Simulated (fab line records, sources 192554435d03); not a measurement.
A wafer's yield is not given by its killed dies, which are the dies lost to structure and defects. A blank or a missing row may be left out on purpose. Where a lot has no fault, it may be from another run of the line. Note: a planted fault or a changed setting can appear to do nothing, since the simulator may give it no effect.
fab line records | flow n5_finfet
record lots=7 | wafers=39
route steps=1938 shown FIN_SAQP@96 ILD0@343 MOL_CONTACT_COAG@616 BEOL_M1@753
start_h: hours from the record's first day to the start of the lot's first wafer shown | wait_h: hours elapsed since this lot's preceding step | " unchanged from the row above | L1.1+2: a row that stands for several wafers | - no value, or no start given | * or withheld: withheld | < > ~ a bound
route shown NAME@n: a module of which the file shows steps, and the number in the route of the first | usual: mean/standard deviation of fault-free wafers | same: alike in all rows | chamber/n: place in a boat | sites: per-site readings | _std_site: standard deviation across them | _edge_site: inner sites' mean taken away from outer sites' mean | radius_mm: for every site, how far away it sits from the centre of the wafer | mask NAME#n: copy n | behind: the most recent tool/chamber to have shaped the wafer | hold: reason for holding the lot/hours on hold/outcome of the hold | device: names the non-switching transistor (n, p or np) | end of line: the tests these same wafers got at the end of their route | a step given without rows: its recipe and nothing more | killed: the dies lost at the first sort to structure and to defects; this is not the yield of the wafer | map: a wafer's dies, x killed, . not, _ none there
set.NAME: the setting as run; set.NAME@STEP: as run at that earlier step | model.NAME: the simulator's own value behind a step, which no gauge read
lots where settings were altered on purpose, with a table for each step and a row for each wafer
## steps
# step N5_FIN_SAQP_HM_DEP_03
# recipe material=SiNx | target_thk_a=380 | temp_c=400 | precursor=SiH4/NH3/N2 | pressure_torr=1.5 | rf_w=300 | time_s=33.6
lot.wafer | tool     | chamber | start_h | wait_h | set.time_s | model.SiNx_of_FIN_SAQP_HM_DEP_03.thk_nm
L074.1    | pecvd-02 | 2       | 22.12   | 0.2    | 33.6       | 37.59
L074.2    | "        | 1       | "       | "      | 33.6       | 38.08
L074.3    | "        | 2       | "       | "      | 33.6       | 38.27
L074.4    | "        | 1       | "       | "      | 33.6       | 38.31
L074.5    | "        | 2       | "       | "      | 33.6       | 38.65
L074.6    | "        | 1       | "       | "      | 33.6       | 38.05
L078.1    | pecvd-02 | 1       | 44.72   | 0.2    | 45.02      | 50.51
L078.2    | "        | 2       | "       | "      | 33.6       | 37.55
L078.3    | "        | 2       | "       | "      | 33.6       | 38.26
L078.4    | "        | 1       | "       | "      | 45.02      | 51.21
L078.5    | "        | 2       | "       | "      | 33.6       | 38.31
L078.6    | "        | 1       | "       | "      | 45.02      | 51.29
L087.1    | pecvd-01 | 1       | 100.26  | 0.2    | 33.6       | 37.51
L087.2    | "        | 2       | "       | "      | 33.6       | 37.68
L087.3    | "        | 0       | "       | "      | 49.47      | 55.25
L087.4    | "        | 2       | "       | "      | 49.47      | 55.83
L087.5    | "        | 1       | "       | "      | 33.6       | 37.98
L087.6    | "        | 0       | "       | "      | 49.47      | 55.57
L090.1    | pecvd-02 | 0       | 116.97  | 0.2    | 33.6       | 38.48
L090.2    | "        | 2       | "       | "      | 33.6       | 38.17
L090.6    | "        | 0       | "       | "      | 33.6       | 38.33
L091.1    | pecvd-02 | 2       | 123.99  | 0.2    | 40.45      | 45.94
L091.2    | "        | 1       | "       | "      | 33.6       | 37.88
L091.3    | "        | 0       | "       | "      | 40.45      | 45.78
L091.4    | "        | 1       | "       | "      | 40.45      | 46.13
L091.5    | "        | 0       | "       | "      | 33.6       | 38.85
L091.6    | "        | 2       | "       | "      | 33.6       | 38.65
L093.1    | pecvd-02 | 0       | 137.85  | 0.2    | 33.6       | 38.58
L093.2    | "        | 1       | "       | "      | 33.6       | 38.13
L093.3    | "        | 1       | "       | "      | 33.6       | 38.26
L093.4    | "        | 0       | "       | "      | 33.6       | 38.46
L093.5    | "        | 1       | "       | "      | 33.6       | 38.25
L093.6    | "        | 0       | "       | "      | 33.6       | 38.86
L095.1    | pecvd-01 | 2       | 147.80  | 0.2    | 33.6       | 37.96
L095.2    | "        | 1       | "       | "      | 33.6       | 37.69
L095.3    | "        | 0       | "       | "      | 33.6       | 37.25
L095.4    | "        | 2       | "       | "      | 33.6       | 38.07
L095.5    | "        | 0       | "       | "      | 33.6       | 37.79
L095.6    | "        | 1       | "       | "      | 33.6       | 38.17
# step N5_FIN_SAQP_THK_MEAS_05
# usual thk_nm=38.0/0.46
lot.wafer | tool          | chamber | start_h | wait_h | set.time_s@FIN_SAQP_HM_DEP_03 | thk_nm
L074.1    | film_metro-01 | -       | 22.24   | 0.1    | 33.6                          | 37.6
L074.2    | "             | -       | "       | "      | 33.6                          | 38.1
L074.3    | "             | -       | "       | "      | 33.6                          | 38.3
L074.4    | "             | -       | "       | "      | 33.6                          | 38.3
L074.5    | "             | -       | "       | "      | 33.6                          | 38.7
L074.6    | "             | -       | "       | "      | 33.6                          | 38.0
L078.1    | film_metro-01 | -       | 44.83   | 0.1    | 45.02                         | 50.5
L078.2    | "             | -       | "       | "      | 33.6                          | 37.6
L078.3    | "             | -       | "       | "      | 33.6                          | 38.3
L078.4    | "             | -       | "       | "      | 45.02                         | 51.3
L078.5    | "             | -       | "       | "      | 33.6                          | 38.3
L078.6    | "             | -       | "       | "      | 45.02                         | 51.3
L087.1    | film_metro-02 | -       | 100.34  | 0.1    | 33.6                          | 37.5
L087.2    | "             | -       | "       | "      | 33.6                          | 37.7
L087.3    | "             | -       | "       | "      | 49.47                         | 55.2
L087.4    | "             | -       | "       | "      | 49.47                         | 55.9
L087.5    | "             | -       | "       | "      | 33.6                          | 38.0
L087.6    | "             | -       | "       | "      | 49.47                         | 55.6
L090.1    | film_metro-01 | -       | 117.05  | 0.1    | 33.6                          | 38.4
L090.2    | "             | -       | "       | "      | 33.6                          | 38.3
L090.6    | "             | -       | "       | "      | 33.6                          | 38.3
L091.1    | film_metro-02 | -       | 124.07  | 0.1    | 40.45                         | 45.9
L091.2    | "             | -       | "       | "      | 33.6                          | 37.9
L091.3    | "             | -       | "       | "      | 40.45                         | 45.8
L091.4    | "             | -       | "       | "      | 40.45                         | 46.2
L091.5    | "             | -       | "       | "      | 33.6                          | 38.9
L091.6    | "             | -       | "       | "      | 33.6                          | 38.6
L093.1    | film_metro-01 | -       | 137.96  | 0.1    | 33.6                          | 38.5
L093.2    | "             | -       | "       | "      | 33.6                          | 38.1
L093.3    | "             | -       | "       | "      | 33.6                          | 38.3
L093.4    | "             | -       | "       | "      | 33.6                          | 38.4
L093.5    | "             | -       | "       | "      | 33.6                          | 38.2
L093.6    | "             | -       | "       | "      | 33.6                          | 38.8
L095.1    | film_metro-02 | -       | 147.89  | 0.1    | 33.6                          | 38.0
L095.2    | "             | -       | "       | "      | 33.6                          | 37.6
L095.3    | "             | -       | "       | "      | 33.6                          | 37.2
L095.4    | "             | -       | "       | "      | 33.6                          | 38.1
L095.5    | "             | -       | "       | "      | 33.6                          | 37.8
L095.6    | "             | -       | "       | "      | 33.6                          | 38.2
# step N5_FIN_SAQP_ETCH_65
# recipe chemistry=CF4 | target=SiO2 | target_depth_a=40 | ion_energy_ev=350 | time_s=4.4 | pressure_mtorr=10 | icp_w=800 | bias_w=400 | cf4_flow_sccm=80
lot.wafer | tool      | chamber | start_h | wait_h | set.time_s | model.etch.depth_nm
L074.1    | rie_si-01 | 1       | 25.37   | 0.1    | 6.053      | 5.528
L074.2    | "         | 2       | "       | "      | 4.4        | 3.965
L074.3    | "         | 0       | "       | "      | 4.4        | 3.997
L074.4    | "         | 3       | "       | "      | 6.053      | 5.583
L074.5    | "         | 1       | "       | "      | 4.4        | 4.004
L074.6    | "         | 0       | "       | "      | 6.053      | 5.535
L078.1    | rie_si-06 | 1       | 48.27   | 0.1    | 4.4        | 4.033
L078.2    | "         | 3       | "       | "      | 4.4        | 3.993
L078.3    | "         | 0       | "       | "      | 4.4        | 3.93
L078.4    | "         | 3       | "       | "      | 4.4        | 3.994
L078.5    | "         | 1       | "       | "      | 4.4        | 4.039
L078.6    | "         | 0       | "       | "      | 4.4        | 3.949
L087.1    | rie_si-06 | 3       | 103.35  | 0.1    | 3.372      | 3.108
L087.2    | "         | 2       | "       | "      | 3.372      | 3.043
L087.3    | "         | 0       | "       | "      | 3.372      | 3.054
L087.4    | "         | 1       | "       | "      | 4.4        | 4.041
L087.5    | "         | 2       | "       | "      | 4.4        | 3.971
L087.6    | "         | 3       | "       | "      | 4.4        | 4.063
L090.1    | rie_si-04 | 3       | 121.22  | 0.1    | 4.4        | 3.882
L090.2    | "         | 2       | "       | "      | 4.4        | 3.956
L090.6    | "         | 2       | "       | "      | 4.4        | 3.976
L091.1    | rie_si-04 | 1       | 128.24  | 0.1    | 2.282      | 2.092
L091.2    | "         | 3       | "       | "      | 4.4        | 3.871
L091.3    | "         | 0       | "       | "      | 2.282      | 2.036
L091.4    | "         | 2       | "       | "      | 4.4        | 3.958
L091.5    | "         | 2       | "       | "      | 2.282      | 2.055
L091.6    | "         | 1       | "       | "      | 4.4        | 4.011
L093.1    | rie_si-01 | 1       | 141.19  | 0.1    | 4.4        | 3.988
L093.2    | "         | 0       | "       | "      | 4.4        | 4.027
L093.3+5  | "         | 3       | "       | "      | 3.612      | 3.349
L093.4    | "         | 1       | "       | "      | 4.4        | 3.992
L093.6    | "         | 0       | "       | "      | 3.612      | 3.297
L095.1    | rie_si-04 | 2       | 151.29  | 0.1    | 4.4        | 4.048
L095.2    | "         | 1       | "       | "      | 5.876      | 5.412
L095.3    | "         | 0       | "       | "      | 5.876      | 5.308
L095.4    | "         | 3       | "       | "      | 4.4        | 3.939
L095.5    | "         | 3       | "       | "      | 4.4        | 3.92
L095.6    | "         | 0       | "       | "      | 5.876      | 5.318
# step N5_FIN_SAQP_MANDREL_ETCH_58
# recipe chemistry=HBr/Cl2 | target=a-Si | target_depth_a=450 | bt_time_s=10 | stop_on=SiNx | mask_material=SiO2 | over_etch_frac=0.8 | time_s=27 | pressure_mtorr=10 | icp_w=800 | bias_w=75 | HBr_flow_sccm=150 | Cl2_flow_sccm=80 | ends=end_point
# step N5_FIN_SAQP_RECESS_63
# recipe chemistry=HF/NH3 | target=SiO2 | target_depth_a=180 | afs_cycles=3 | temp_c=30 | sublimation_temp_c=180 | sublimation_time_s=60
# step N5_FIN_SAQP_MANDREL2_REMOVE_60
# recipe chemistry=HBr/Cl2/O2 | bt_time_s=10 | target=a-Si | stop_on=SiNx | endpoint=OES-SiCl | over_etch_frac=1 | icp_w=600 | bias_w=22 | HBr_flow_sccm=150 | Cl2_flow_sccm=80 | O2_flow_sccm=5 | pressure_mtorr=10
# step N5_FIN_SAQP_HM_OPEN_33
# recipe chemistry=CH3F/O2 | target=SiNx | mask_material=SiO2 | target_depth_a=494 | time_s=70.6 | pressure_mtorr=30 | source_w=395 | bias_w=73 | Ar_flow_sccm=150 | CH3F_flow_sccm=30 | O2_flow_sccm=20 | ion_energy_ev=120 | ends=cleared
# usual etch_rf_on_time_s=69.0/1.2
lot.wafer | tool        | chamber | start_h | wait_h | set.time_s@FIN_SAQP_HM_DEP_03 | etch_rf_on_time_s | model.etch.depth_nm
L074.1    | rie_diel-03 | 0       | 27.14   | 0.3    | 33.6                          | 69.0              | 36.95
L074.2    | "           | 3       | "       | "      | 33.6                          | 69.5              | 37.45
L074.3    | "           | 2       | "       | "      | 33.6                          | 68.8              | 37.6
L074.4    | "           | 1       | "       | "      | 33.6                          | 69.9              | 37.57
L074.5    | "           | 2       | "       | "      | 33.6                          | 70.1              | 38.01
L074.6    | "           | 1       | "       | "      | 33.6                          | 69.2              | 37.38
L078.1    | rie_diel-01 | 3       | 49.77   | 0.1    | 45.02                         | 93.3              | 49.84
L078.2    | "           | 2       | "       | "      | 33.6                          | 67.4              | 36.93
L078.3    | "           | 1       | "       | "      | 33.6                          | 68.9              | 37.63
L078.4    | "           | 0       | "       | "      | 45.02                         | 92.2              | 50.58
L078.5    | "           | 2       | "       | "      | 33.6                          | 68.3              | 37.63
L078.6    | "           | 3       | "       | "      | 45.02                         | 95.6              | 50.67
L087.1    | rie_diel-04 | 3       | 105.06  | 0.0    | 33.6                          | 66.7              | 36.88
L087.2    | "           | 2       | "       | "      | 33.6                          | 70.3              | 37.05
L087.3    | "           | 0       | "       | "      | 49.47                         | 98.9              | 54.63
L087.4    | "           | 1       | "       | "      | 49.47                         | 102.2             | 55.15
L087.5    | "           | 2       | "       | "      | 33.6                          | 70.4              | 37.35
L087.6    | "           | 3       | "       | "      | 49.47                         | 99.8              | 54.94
L090.1    | rie_diel-04 | 1       | 124.03  | 1.1    | 33.6                          | 69.6              | 37.85
L090.2    | "           | 2       | "       | "      | 33.6                          | 70.2              | 37.49
L090.6    | "           | 2       | "       | "      | 33.6                          | 70.6              | 37.66
L091.1    | rie_diel-04 | 2       | 130.09  | 0.3    | 40.45                         | 84.5              | 45.25
L091.2    | "           | 3       | "       | "      | 33.6                          | 66.9              | 37.26
L091.3    | "           | 1       | "       | "      | 40.45                         | 83.1              | 45.15
L091.4    | "           | 0       | "       | "      | 40.45                         | 83.5              | 45.46
L091.5    | "           | 3       | "       | "      | 33.6                          | 69.2              | 38.18
L091.6    | "           | 2       | "       | "      | 33.6                          | 71.2              | 37.96
L093.1    | rie_diel-03 | 2       | 142.88  | 0.1    | 33.6                          | 70.0              | 37.93
L093.2    | "           | 3       | "       | "      | 33.6                          | 69.9              | 37.47
L093.3    | "           | 1       | "       | "      | 33.6                          | 69.5              | 37.51
L093.4    | "           | 0       | "       | "      | 33.6                          | 68.3              | 37.82
L093.5    | "           | 1       | "       | "      | 33.6                          | 69.7              | 37.51
L093.6    | "           | 2       | "       | "      | 33.6                          | 70.9              | 38.2
L095.1    | rie_diel-03 | 0       | 152.84  | 0.0    | 33.6                          | 68.4              | 37.28
L095.2    | "           | 2       | "       | "      | 33.6                          | 69.4              | 36.99
L095.3    | "           | 1       | "       | "      | 33.6                          | 68.4              | 36.62
L095.4    | "           | 3       | "       | "      | 33.6                          | 70.6              | 37.44
L095.5    | "           | 2       | "       | "      | 33.6                          | 70.1              | 37.17
L095.6    | "           | 3       | "       | "      | 33.6                          | 70.3              | 37.54
# step N5_ILD0_ALD_15
# recipe material=SiNx | target_thk_a=240 | temp_c=400 | ald_precursor_family=SiH2I2 | ald_co_reactant=N2/H2-plasma | pulse_time_s=1 | ald_cycles=480 | purge_time_s=2 | co_reactant_purge_time_s=2 | pressure_torr=2
lot.wafer  | tool       | chamber | start_h | wait_h | set.ald_cycles | model.SiNx_of_ILD0_ALD_15.thk_nm
L074.1+2+5 | ald_sin-04 | 3,1,1   | 62.85   | 0.6    | 480            | 24
L074.3     | "          | 2       | "       | "      | 616            | 30.6
L074.4+6   | "          | 0,2     | "       | "      | 616            | 30.8
L078.1+3+4 | ald_sin-01 | 1,0,2   | 86.55   | 0.6    | 729            | 36.6
L078.2+5+6 | "          | 3,3,2   | "       | "      | 480            | 24.2
L087.1+3   | ald_sin-03 | 2,0     | 141.63  | 0.6    | 210            | 10.4
L087.2+4+6 | "          | 1,3,0   | "       | "      | 480            | 24
L087.5     | "          | 3       | 142.72  | 1.2    | 210            | 10.6
L090.1     | ald_sin-03 | 0       | 161.34  | 0.6    | 480            | 23.8
L090.2+6   | "          | 3,0     | "       | "      | 480            | 24
L091.1+2   | ald_sin-01 | 3,2     | 165.22  | 0.6    | 616            | 30.6
L091.3     | "          | 1       | "       | "      | 616            | 30.8
L091.4     | "          | 0       | "       | "      | 480            | 24
L091.5+6   | "          | 1,0     | 166.31  | 1.2    | 480            | 23.8
L093.1+4+5 | ald_sin-01 | 1,0,0   | 179.55  | 0.9    | 480            | 24
L093.2     | "          | 2       | "       | "      | 298            | 14.6
L093.3+6   | "          | 3       | "       | "      | 298            | 14.8
L095.1+5   | ald_sin-01 | 1,3     | 191.13  | 0.6    | 480            | 24
L095.2+3   | "          | 2,3     | "       | "      | 580            | 29
L095.4     | "          | 0       | "       | "      | 580            | 29.2
L095.6     | "          | 0       | 192.22  | 1.1    | 480            | 24.2
# step N5_ILD0_CMP_12
# recipe stop_on=poly-Si | material=SiNx | t_overpolish_s=6 | post_cmp_clean=alkaline_brush | down_force_psi=2.5 | platen_rpm=51.8 | pad_velocity_m_s=1.0307 | target_thk_nm=17.67
# usual time_to_endpoint_s=29.8/2.2
lot.wafer | tool   | chamber | start_h | wait_h | set.ald_cycles@ILD0_ALD_15 | time_to_endpoint_s
L074.4    | cmp-04 | 0       | 65.05   | 1.1    | 616                        | 40.8
L074.1    | "      | 1       | "       | "      | 480                        | 31.6
L074.2    | "      | 2       | "       | "      | 480                        | 32.1
L074.3    | "      | 3       | "       | "      | 616                        | 39.0
L074.5    | "      | 0       | "       | "      | 480                        | 31.5
L074.6    | "      | 1       | "       | "      | 616                        | 40.8
L078.1    | cmp-04 | 1       | 88.75   | 1.1    | 729                        | 47.8
L078.4    | "      | 2       | "       | "      | 729                        | 46.9
L078.3    | "      | 3       | "       | "      | 729                        | 45.5
L078.2    | "      | 0       | "       | "      | 480                        | 32.4
L078.6    | "      | 1       | "       | "      | 480                        | 29.8
L078.5    | "      | 2       | "       | "      | 480                        | 31.1
L087.1    | cmp-04 | 2       | 143.85  | 1.1    | 210                        | 11.7
L087.2    | "      | 3       | "       | "      | 480                        | 28.0
L087.4    | "      | 0       | "       | "      | 480                        | 30.3
L087.3    | "      | 1       | "       | "      | 210                        | 10.8
L087.5    | "      | 2       | "       | "      | 210                        | 11.9
L087.6    | "      | 3       | "       | "      | 480                        | 27.1
L090.2    | cmp-02 | 2       | 163.57  | 1.2    | 480                        | 30.5
L090.1    | "      | 0       | "       | "      | 480                        | 32.4
L090.6    | "      | 2       | "       | "      | 480                        | 32.5
L091.2    | cmp-01 | 1       | 167.42  | 1.1    | 616                        | 37.1
L091.3    | "      | 2       | "       | "      | 616                        | 38.6
L091.1    | "      | 3       | "       | "      | 616                        | 37.9
L091.4    | "      | 0       | "       | "      | 480                        | 30.7
L091.5    | "      | 1       | "       | "      | 480                        | 29.8
L091.6    | "      | 2       | "       | "      | 480                        | 28.7
L093.1    | cmp-01 | 1       | 181.75  | 1.1    | 480                        | 29.6
L093.4    | "      | 2       | "       | "      | 480                        | 28.7
L093.2    | "      | 3       | "       | "      | 298                        | 17.3
L093.3    | "      | 0       | "       | "      | 298                        | 18.5
L093.6    | "      | 1       | "       | "      | 298                        | 15.9
L093.5    | "      | 2       | "       | "      | 480                        | 28.7
L095.3    | cmp-02 | 0       | 193.33  | 1.1    | 580                        | 35.7
L095.4    | "      | 1       | "       | "      | 580                        | 33.9
L095.1    | "      | 2       | "       | "      | 480                        | 26.6
L095.2    | "      | 3       | "       | "      | 580                        | 36.2
L095.5    | "      | 0       | "       | "      | 480                        | 27.0
L095.6    | "      | 1       | "       | "      | 480                        | 28.1
# step N5_MOL_CONTACT_COAG_ETCH_124
# recipe chemistry=CH3F/O2 | target=SiNx | target_depth_a=65 | mask_material=SOC | stop_on=SiOC | over_etch_frac=0.3 | ion_energy_ev=120 | pressure_mtorr=30 | source_w=395 | bias_w=73 | Ar_flow_sccm=150 | CH3F_flow_sccm=30 | O2_flow_sccm=20 | ends=end_point
lot.wafer | tool        | chamber | start_h | wait_h | set.target_depth_a | model.SOC_of_MOL_CONTACT_COAG_COAT_62.thk_nm | model.etch.depth_nm
L074.1    | rie_diel-01 | 0       | 102.72  | 0.0    | 92.07              | 47                                           | 4.988
L074.2    | "           | 3       | "       | "      | 65                 | 48.6                                         | 5.005
L074.3    | "           | 1       | "       | "      | 65                 | 48.2                                         | 4.994
L074.4    | "           | 2       | "       | "      | 65                 | 48.4                                         | 4.98
L074.5    | "           | 0       | "       | "      | 92.07              | 47                                           | 5
L074.6    | "           | 3       | "       | "      | 92.07              | 47.4                                         | 4.991
L078.1    | rie_diel-01 | 2       | 122.37  | 0.0    | 65                 | 48                                           | 5.011
L078.2    | "           | 0       | "       | "      | 47.47              | 49                                           | 4.781
L078.3    | "           | 3       | "       | "      | 65                 | 48                                           | 4.974
L078.4    | "           | 1       | "       | "      | 47.47              | 49                                           | 4.862
L078.5    | "           | 0       | "       | "      | 65                 | 48.2                                         | 4.987
L078.6    | "           | 1       | "       | "      | 47.47              | 48.8                                         | 4.813
L087.1    | rie_diel-03 | 3       | 179.29  | 0.0    | 65                 | 48.8                                         | 4.977
L087.2    | "           | 2       | "       | "      | 65                 | 48.6                                         | 4.967
L087.3    | "           | 0       | "       | "      | 65                 | 48.4                                         | 4.993
L087.4    | "           | 1       | "       | "      | 65                 | 48.6                                         | 5.012
L087.5    | "           | 3       | "       | "      | 65                 | 48.8                                         | 5.009
L087.6    | "           | 2       | "       | "      | 65                 | 48.6                                         | 5.029
L090.1    | rie_diel-03 | 2       | 201.16  | 0.0    | 65                 | 48.6                                         | 5.005
L090.2    | "           | 3       | "       | "      | 65                 | 48.8                                         | 4.997
L090.6    | "           | 2       | "       | "      | 65                 | 48.6                                         | 4.993
L091.1    | rie_diel-03 | 1       | 204.24  | 0.0    | 65                 | 48.6                                         | 4.967
L091.2    | "           | 2       | "       | "      | 33.13              | 50.2                                         | 3.269
L091.3    | "           | 3       | "       | "      | 33.13              | 50.4                                         | 3.21
L091.4    | "           | 0       | "       | "      | 65                 | 48.4                                         | 5.005
L091.5    | "           | 1       | "       | "      | 65                 | 48.6                                         | 5.002
L091.6    | "           | 0       | "       | "      | 33.13              | 50                                           | 3.387
L093.1    | rie_diel-04 | 3       | 217.73  | 0.0    | 65                 | 48                                           | 5.002
L093.2    | "           | 0       | "       | "      | 53.75              | 48.8                                         | 5.033
L093.3    | "           | 2       | "       | "      | 53.75              | 49.2                                         | 4.989
L093.4    | "           | 0       | "       | "      | 53.75              | 48.8                                         | 5.019
L093.5    | "           | 2       | "       | "      | 65                 | 48.6                                         | 5.006
L093.6    | "           | 3       | "       | "      | 65                 | 48.2                                         | 5.036
L095.1    | rie_diel-01 | 3       | 226.79  | 0.0    | 65                 | 48                                           | 5.018
L095.2    | "           | 2       | "       | "      | 39.52              | 49.6                                         | 4.011
L095.3    | "           | 0       | "       | "      | 65                 | 48.2                                         | 4.999
L095.4    | "           | 1       | "       | "      | 39.52              | 49.2                                         | 3.986
L095.5    | "           | 3       | "       | "      | 39.52              | 49.2                                         | 4.036
L095.6    | "           | 2       | "       | "      | 65                 | 48.2                                         | 4.992
# step N5_MOL_CONTACT_COAG_ETCH_48
# recipe chemistry=C4F6/O2 | target_depth_a=150 | overetch_a=45 | mask_material=SOC | target=SiOC | bias_w=465 | pressure_mtorr=10 | time_s=17 | source_w=335 | Ar_flow_sccm=300 | C4F6_flow_sccm=10 | O2_flow_sccm=10 | ion_energy_ev=576
lot.wafer  | tool        | chamber | start_h | wait_h | set.target_depth_a@MOL_CONTACT_COAG_ETCH_124 | model.SOC_of_MOL_CONTACT_COAG_COAT_62.thk_nm
L074.1+5   | rie_diel-01 | 0       | 102.76  | 0.0    | 92.07                                        | 44.4
L074.2     | "           | 3       | "       | "      | 65                                           | 46
L074.3     | "           | 1       | "       | "      | 65                                           | 45.4
L074.4     | "           | 2       | "       | "      | 65                                           | 45.8
L074.6     | "           | 3       | "       | "      | 92.07                                        | 44.6
L078.1+5   | rie_diel-01 | 2,0     | 122.41  | 0.0    | 65                                           | 45.4
L078.2     | "           | 0       | "       | "      | 47.47                                        | 46.4
L078.3     | "           | 3       | "       | "      | 65                                           | 45.2
L078.4     | "           | 1       | "       | "      | 47.47                                        | 46.2
L078.6     | "           | 1       | "       | "      | 47.47                                        | 46
L087.1+5   | rie_diel-03 | 3       | 179.33  | 0.0    | 65                                           | 46.2
L087.2+4+6 | "           | 2,1,2   | "       | "      | 65                                           | 46
L087.3     | "           | 0       | "       | "      | 65                                           | 45.6
L090.1+6   | rie_diel-03 | 2       | 201.20  | 0.0    | 65                                           | 46
L090.2     | "           | 3       | "       | "      | 65                                           | 46.2
L091.1+5   | rie_diel-03 | 1       | 204.28  | 0.0    | 65                                           | 46
L091.2     | "           | 2       | "       | "      | 33.13                                        | 47.6
L091.3     | "           | 3       | "       | "      | 33.13                                        | 47.8
L091.4     | "           | 0       | "       | "      | 65                                           | 45.6
L091.6     | "           | 0       | "       | "      | 33.13                                        | 47.2
L093.1     | rie_diel-04 | 3       | 217.77  | 0.0    | 65                                           | 45.4
L093.2     | "           | 0       | "       | "      | 53.75                                        | 46.2
L093.3     | "           | 2       | "       | "      | 53.75                                        | 46.6
L093.4     | "           | 0       | "       | "      | 53.75                                        | 46
L093.5     | "           | 2       | "       | "      | 65                                           | 46
L093.6     | "           | 3       | "       | "      | 65                                           | 45.6
L095.1     | rie_diel-01 | 3       | 226.83  | 0.0    | 65                                           | 45.2
L095.2     | "           | 2       | "       | "      | 39.52                                        | 47
L095.3     | "           | 0       | "       | "      | 65                                           | 45.6
L095.4+5   | "           | 1,3     | "       | "      | 39.52                                        | 46.6
L095.6     | "           | 2       | "       | "      | 65                                           | 45.4
# step N5_BEOL_M1_PECVD_72
# recipe material=SiO2 | target_thk_a=160 | temp_c=400 | precursor=TEOS/O2 | pressure_torr=5.5 | rf_w=450 | teos_flow_sccm=53.8 | gas=O2 | flow_sccm=3000 | time_s=18
lot.wafer  | tool     | chamber | start_h | wait_h | set.time_s | model.SiO2_of_BEOL_M1_PECVD_72.thk_nm
L074.1     | pecvd-01 | 2       | 122.14  | 0.0    | 26.8       | 23.2
L074.2+3   | "        | 0,1     | "       | "      | 26.8       | 23.4
L074.4+5   | "        | 1,0     | "       | "      | 18         | 16
L074.6     | "        | 2       | "       | "      | 18         | 16.2
L078.1+2   | pecvd-01 | 0,2     | 138.81  | 0.0    | 10.15      | 9.2
L078.3     | "        | 1       | "       | "      | 18         | 15.8
L078.4     | "        | 0       | "       | "      | 18         | 16
L078.5     | "        | 2       | "       | "      | 10.15      | 9
L078.6     | "        | 1       | "       | "      | 18         | 16.2
L087.1     | pecvd-01 | 2       | 199.66  | 0.0    | 18         | 16
L087.2     | "        | 1       | "       | "      | 13.59      | 12.2
L087.3     | "        | 0       | "       | "      | 13.59      | 12
L087.4+5   | "        | 1,0     | "       | "      | 18         | 16.2
L087.6     | "        | 2       | "       | "      | 13.59      | 12.4
L090.1+2   | pecvd-04 | 1,0     | 221.81  | 0.0    | 18         | 16.2
L090.6     | "        | 1       | "       | "      | 18         | 16.6
L091.1     | pecvd-01 | 2       | 222.68  | 0.0    | 18         | 16
L091.2     | "        | 1       | "       | "      | 9.021      | 8.2
L091.3+5   | "        | 2,1     | "       | "      | 9.021      | 8.4
L091.4+6   | "        | 1,2     | "       | "      | 18         | 16.2
L093.1+2+3 | pecvd-04 | 0,1,2   | 236.60  | 0.0    | 18         | 16.2
L093.4+5+6 | "        | 2,0,1   | "       | "      | 18         | 16.4
L095.1+4   | pecvd-03 | 0,1     | 245.80  | 0.0    | 18         | 15.8
L095.2     | "        | 2       | "       | "      | 18         | 15.6
L095.3     | "        | 1       | "       | "      | 24.02      | 21
L095.5     | "        | 0       | "       | "      | 24.02      | 21.2
L095.6     | "        | 2       | "       | "      | 24.02      | 20.8
## key
split step=N5_FIN_SAQP_HM_DEP_03 | setting=time_s | stated=33.6 | by=wafer
response step=N5_FIN_SAQP_HM_DEP_03 | reading=model.SiNx_of_FIN_SAQP_HM_DEP_03.thk_nm | change=+0.378 | per=1% | r=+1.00
response step=N5_FIN_SAQP_THK_MEAS_05 | reading=thk_nm | change=* | per=1% | r=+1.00
response step=N5_FIN_SAQP_HM_OPEN_33 | reading=etch_rf_on_time_s | change=* | per=1% | r=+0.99
response step=N5_FIN_SAQP_HM_OPEN_33 | reading=model.etch.depth_nm | change=+0.377 | per=1% | r=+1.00
split step=N5_FIN_SAQP_ETCH_65 | setting=time_s | stated=4.4 | by=wafer
response step=N5_FIN_SAQP_ETCH_65 | reading=model.etch.depth_nm | change=+0.0402 | per=1% | r=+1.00
split step=N5_ILD0_ALD_15 | setting=ald_cycles | stated=480 | by=wafer
response step=N5_ILD0_ALD_15 | reading=model.SiNx_of_ILD0_ALD_15.thk_nm | change=+0.24 | per=1% | r=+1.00
response step=N5_ILD0_CMP_12 | reading=time_to_endpoint_s | change=* | per=1% | r=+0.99
split step=N5_MOL_CONTACT_COAG_ETCH_124 | setting=target_depth_a | stated=65 | by=wafer
response step=N5_MOL_CONTACT_COAG_ETCH_124 | reading=model.SOC_of_MOL_CONTACT_COAG_COAT_62.thk_nm | change=-0.0323 | per=1% | r=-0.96
response step=N5_MOL_CONTACT_COAG_ETCH_124 | reading=model.etch.depth_nm | shape=bent | at_lowest=3.289 | at_stated=4.998 | at_highest=4.993
response step=N5_MOL_CONTACT_COAG_ETCH_48 | reading=model.SOC_of_MOL_CONTACT_COAG_COAT_62.thk_nm | change=-0.0329 | per=1% | r=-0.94
split step=N5_BEOL_M1_PECVD_72 | setting=time_s | stated=18 | by=wafer
response step=N5_BEOL_M1_PECVD_72 | reading=model.SiO2_of_BEOL_M1_PECVD_72.thk_nm | change=+0.155 | per=1% | r=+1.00
